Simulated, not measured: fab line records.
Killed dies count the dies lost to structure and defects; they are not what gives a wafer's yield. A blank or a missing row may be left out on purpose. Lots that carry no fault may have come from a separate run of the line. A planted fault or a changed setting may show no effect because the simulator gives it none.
fab line records -- flow n5Finfet
record: lots: 4, wafers: 11, lastDay: 16
route steps=1938 shown BEOL_M8@1344
lots untouched by any fault: they come from a run of this same line in which no faults occurred
startH: hours from the record's opening day to when the first of the lot's shown wafers began -- waitH: how many hours have passed since the lot's step before this one -- " identical to the entry in the row above -- L1.1+2: several wafers, shown together as one row -- - either no value or no given start -- * or withheld: withheld -- < > ~ a bound
route shown NAME@n: a module of which the file shows steps, and the number in the route of the first -- usual: the fault-free wafers' mean and standard deviation -- same: alike in all rows -- chamber/n: place in a boat -- sites: each site's reading -- _std_site: the standard deviation of these -- _edge_site: outer sites' mean less inner sites' -- radiusMm: for every site, how far away it sits from the centre of the wafer -- mask NAME#n: copy n -- behind: the tool/chamber that last shaped the wafer -- hold: the reason the lot was held/the length of the hold in hours/how it ended -- device: whichever transistor did not switch (one of n, p or np) -- end of line: tests run on the same wafers once the route is complete -- where a step has no rows: the recipe by itself -- killed: at the first sort, the dies lost to defects and structure; wafer yield is something else -- map: per-die view of a wafer (x killed, . not killed, _ where there is no die)
set.NAME: the setting as run; set.NAME@STEP: as run at that earlier step -- model.NAME: the simulator's own value behind a step, which no gauge read
lots at some steps of the route; a table a step, a row a wafer
services: the hour from which a tool's chamber was out of use, counted from the record's first day as startH (under 0 if before that day), plus the number of hours and why
== steps ==
step: N5_BEOL_M8_DEVELOP_10
recipe: developTimeS: 30, developer: TMAH, resist: CAR-ArF, rinseLiquid: diw, dry: airSpin, devTempC: 23
step: N5_BEOL_M8_DESCUM_16
recipe: chemistry: O2, timeS: 7.9, sourcePowerW: 50, biasPowerW: 20, pressureMtorr: 20, rfFrequencyHz: 2.712e+07, tempC: 40, resist: CAR-ArF, o2FlowSccm: 225
step: N5_BEOL_M8_ETCH_61
recipe: chemistry: CF4, target: SiARC, targetDepthA: 455, maskMaterial: CAR-ArF, timeS: 75.8, ionEnergyEv: 80, pressureMtorr: 40, sourceW: 545, biasW: 36, Ar_flow_sccm: 100, cf4FlowSccm: 100, ends: cleared
step: N5_BEOL_M8_ETCH_62
recipe: chemistry: N2/H2, target: SOC, targetDepthA: 1100, overetchA: 220, maskMaterial: SiARC, tempC: 40, timeS: 165, ionEnergyEv: 200, pressureMtorr: 30, sourceW: 840, biasW: 150, n2FlowSccm: 200, h2FlowSccm: 200
step: N5_BEOL_M8_STRIP_68
recipe: chemistry: N2/H2, tempC: 40, n2FlowSccm: 200, h2FlowSccm: 200, rfFrequencyHz: 6e+07
step: N5_BEOL_M8_STRIP_67
recipe: chemistry: CF4, resist: SiARC, powerW: 300, biasPowerW: 75, pressureMtorr: 50, cf4FlowSccm: 150, rfFrequencyHz: 6e+07
step: N5_BEOL_M8_HM_OPEN_17
recipe: chemistry: Cl2/BCl3, targetDepthA: 200, overetchA: 60, target: TiN, maskMaterial: SOC, ionEnergyEv: 150, pressureMtorr: 10, icpW: 1000, biasW: 126, Cl2_flow_sccm: 53.25, bcl3FlowSccm: 21.75, Ar_flow_sccm: 25
step: N5_BEOL_M8_STRIP_19
recipe: chemistry: O2, powerW: 400, tempC: 40, pressureMtorr: 30, rfFrequencyHz: 6e+07, biasPowerW: 0, overashFraction: 0.2, o2FlowSccm: 225
step: N5_BEOL_M8_COAT_63
recipe: resist: SOC, tempC: 250, timeS: 60, spinRpm: 1500, resistThkNm: 60
usual: plateTempC: 250.04/0.18, spinSpeedRpm: 1500.0/1.2
lot.wafer,tool,chamber,startH,waitH,plateTempC,spinSpeedRpm,model.SOC_of_BEOL_M8_COAT_63.thkNm
L175.1,lithoTrack-02,0,202.74,2.7,250.02,1499.6,60.4
L175.4,lithoTrack-02,0,202.74,2.7,250.35,1499.7,60.6
L175.5,lithoTrack-02,0,202.74,2.7,250.28,1498.7,60.4
L191.3,lithoTrack-02,0,307.97,2.8,250.08,1179.2,67.8
L191.5,lithoTrack-02,0,307.97,2.8,250.29,1179.1,67.8
L191.6,lithoTrack-02,0,307.97,2.8,249.98,1181.7,68
L190.1,lithoTrack-02,0,311.44,0.9,250.06,1180.3,68
L190.3,lithoTrack-02,0,311.44,0.9,250.00,1181.6,68
L190.4,lithoTrack-02,0,311.44,0.9,250.00,1180.2,68
L192.2,lithoTrack-03,0,318.80,0.5,250.04,1499.0,60
L192.6,lithoTrack-03,0,318.80,0.5,249.88,1499.3,60.2
step: N5_BEOL_M8_COAT_64
recipe: resist: SiARC, tempC: 220, timeS: 60, spinRpm: 1500, resistThkNm: 12
step: N5_BEOL_M8_COAT_71
recipe: resist: underlayer, tempC: 205, timeS: 60, spinRpm: 1500, resistThkNm: 5
step: N5_BEOL_M8_COAT_22
recipe: resist: CAR-EUV, spinRpm: 1500, resistThkNm: 30
step: N5_BEOL_M8_EBR_24
recipe: solvent: PGMEA, ebrWidthMm: 1.5
step: N5_BEOL_M8_SOFTBAKE_23
recipe: tempC: 110, timeS: 60, resist: CAR-EUV
step: N5_BEOL_M8_EXPOSE_25
recipe: maskId: V7, na: 0.33, sourceShape: annular, sigmaInner: 0.4, sigmaOuter: 0.8, polarization: unpolarized, targetCdNm: 40, doseMj: 42.5
step: N5_BEOL_M8_PEB_26
recipe: pebTempC: 100, pebTimeS: 60, resist: CAR-EUV
step: N5_BEOL_M8_DEVELOP_27
recipe: developTimeS: 30, developer: TMAH, resist: CAR-EUV, rinseLiquid: surfactantRinse, dry: airSpin, devTempC: 23
step: N5_BEOL_M8_DESCUM_33
recipe: chemistry: O2, timeS: 7, sourcePowerW: 50, biasPowerW: 20, pressureMtorr: 20, rfFrequencyHz: 2.712e+07, tempC: 40, resist: CAR-EUV, o2FlowSccm: 225
step: N5_BEOL_M8_ETCH_72
recipe: chemistry: N2/H2, target: underlayer, targetDepthA: 65, maskMaterial: CAR-EUV, timeS: 5.2, ionEnergyEv: 200, pressureMtorr: 30, sourceW: 840, biasW: 150, n2FlowSccm: 200, h2FlowSccm: 200, ends: cleared
step: N5_BEOL_M8_ETCH_65
recipe: chemistry: CF4, target: SiARC, targetDepthA: 156, maskMaterial: CAR-EUV, timeS: 26, ionEnergyEv: 80, pressureMtorr: 40, sourceW: 545, biasW: 36, Ar_flow_sccm: 100, cf4FlowSccm: 100, ends: cleared
step: N5_BEOL_M8_ETCH_66
recipe: chemistry: N2/H2, target: SOC, targetDepthA: 800, overetchA: 160, maskMaterial: SiARC, tempC: 40, timeS: 120, ionEnergyEv: 200, pressureMtorr: 30, sourceW: 840, biasW: 150, n2FlowSccm: 200, h2FlowSccm: 200
usual: drypumpMotorCurrentA: 5.7/0.42, oesProductAu: 0.63/0.04, rfVppV: 525.0/2.4, showerheadPlenumPTorr: 2.59/0.084, throttleValvePct: 17.75/0.28
lot.wafer,tool,chamber,startH,waitH,drypumpMotorCurrentA,oesProductAu,rfHoursCounterH,rfVppV,showerheadPlenumPTorr,throttleValvePct,model.etch.depthNm
L175.1,rieDiel-03,0,203.21,0.0,6.1,0.63,104,523.0,2.56,18.19,60.4
L175.4,rieDiel-03,3,203.21,0.0,5.6,0.64,-,524.1,2.59,17.73,60.52
L175.5,rieDiel-03,2,203.21,0.0,5.5,0.67,-,527.5,2.71,18.13,60.47
L191.3,rieDiel-02,2,308.81,0.0,5.6,0.73,22,520.8,2.47,17.53,67.88
L191.5,rieDiel-02,2,308.81,0.0,5.6,0.74,-,522.8,2.47,17.54,67.81
L191.6,rieDiel-02,1,308.81,0.0,5.7,0.71,-,525.0,2.58,17.44,67.91
L190.1,rieDiel-03,3,312.04,0.0,5.6,0.65,100,523.4,2.57,17.79,68.06
L190.3,rieDiel-03,1,312.04,0.0,5.6,0.69,63,527.8,2.67,17.53,68.08
L190.4,rieDiel-03,0,312.04,0.0,6.1,0.63,144,522.9,2.54,18.28,67.96
L192.2,rieDiel-06,3,319.27,0.0,5.8,0.60,121,526.7,2.66,17.63,60.09
L192.6,rieDiel-06,3,319.27,0.0,5.8,0.59,-,528.0,2.66,17.61,60.12
step: N5_BEOL_M8_STRIP_69
recipe: chemistry: N2/H2, tempC: 40, n2FlowSccm: 200, h2FlowSccm: 200, rfFrequencyHz: 6e+07
step: N5_BEOL_M8_STRIP_73
recipe: chemistry: N2/H2, tempC: 40, n2FlowSccm: 200, h2FlowSccm: 200, rfFrequencyHz: 6e+07
step: N5_BEOL_M8_VIA_ETCH_34
recipe: chemistry: C4F6/O2, target: SiCOH_lowk, targetDepthA: 1255, maskMaterial: SOC, taperDeg: 4, timeS: 50.5, ionEnergyEv: 250, pressureMtorr: 30, sourceW: 345, biasW: 185, Ar_flow_sccm: 300, C4F6_flow_sccm: 10, O2_flow_sccm: 10
usual: drypumpMotorCurrentA: 5.7/0.41, oesProductAu: 0.83/0.055, rfVppV: 666/15, showerheadPlenumPTorr: 2.89/0.078, throttleValvePct: 20.79/0.29
lot.wafer,tool,chamber,startH,waitH,drypumpMotorCurrentA,oesProductAu,rfHoursCounterH,rfVppV,showerheadPlenumPTorr,throttleValvePct,model.SOC_of_BEOL_M8_COAT_63.thkNm
L175.1,rieDiel-03,0,203.31,0.0,6.2,0.81,105,658,2.88,21.31,54.4
L175.4,rieDiel-03,3,203.31,0.0,5.6,0.85,-,698,2.88,20.69,54.2
L175.5,rieDiel-03,2,203.31,0.0,5.5,0.89,-,648,3.00,21.00,54.4
L191.3,rieDiel-02,2,308.91,0.0,5.6,0.93,22,670,2.79,20.64,61.6
L191.5,rieDiel-02,2,308.91,0.0,5.6,0.93,-,669,2.79,20.66,61.4
L191.6,rieDiel-02,1,308.91,0.0,5.7,0.88,-,679,2.90,20.53,61.8
L190.1,rieDiel-03,3,312.14,0.0,5.7,0.79,100,700,2.87,20.76,61.8
L190.3,rieDiel-03,1,312.14,0.0,5.7,0.85,63,646,2.97,20.63,61.8
L190.4,rieDiel-03,0,312.14,0.0,6.1,0.77,144,656,2.86,21.36,62
L192.2,rieDiel-06,3,319.37,0.0,5.8,0.80,121,665,2.98,20.78,53.8
L192.6,rieDiel-06,3,319.37,0.0,5.8,0.81,-,665,2.98,20.77,53.8
step: N5_BEOL_M8_STRIP_76
recipe: chemistry: C4F6/O2, resist: SiARC, rfFrequencyHz: 6e+07
== services ==
tool,chamber,startH,hours,kind
rieDiel-03,1,186.86,6.5,repair
rieDiel-02,1,193.11,-,clean
rieDiel-02,1,193.11,-,consumableReplace:focusRing
rieDiel-02,1,193.11,25.0,scheduledDown
rieDiel-02,1,193.11,25.0,ventCycle
rieDiel-03,1,202.38,5.7,repair
rieDiel-03,-,207.12,0.4,repair
rieDiel-02,2,220.79,6.6,repair
rieDiel-02,3,222.10,1.4,repair
rieDiel-02,2,227.67,-,clean
rieDiel-02,2,227.67,-,consumableReplace:focusRing
rieDiel-02,2,227.67,19.5,scheduledDown
rieDiel-02,2,227.67,19.5,ventCycle
rieDiel-03,2,246.73,2.6,repair
rieDiel-06,-,307.32,2.8,pm
== key ==
firstSign: step: N5_BEOL_M8_COAT_63, reading: spinSpeedRpm, direction: down, sigmas: 99+, usual: *, struck: *
effect none on later readings
modelEffect: step: N5_BEOL_M8_COAT_63, value: SOC_of_BEOL_M8_COAT_63.thkNm, without: 60.3, struck: 67.93
modelEffect: step: N5_BEOL_M8_ETCH_66, value: etch.depthNm, without: 60.29, struck: 67.95
modelEffect: step: N5_BEOL_M8_VIA_ETCH_34, value: SOC_of_BEOL_M8_COAT_63.thkNm, without: 54.1, struck: 61.73
metAt N5_BEOL_M8_COAT_63
struckWafers L190.1,L190.3,L190.4,L191.3,L191.5,L191.6
onsetBetween 202.74 307.97
fault: kind: processParameterDrift, tool: lithoTrack-02, chamber: -, onsetH: 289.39, steps: N5_BEOL_M8_COAT_63, channel: spinRpm, offset: *, shape: step, endH: 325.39, actsIn: *, stated: *
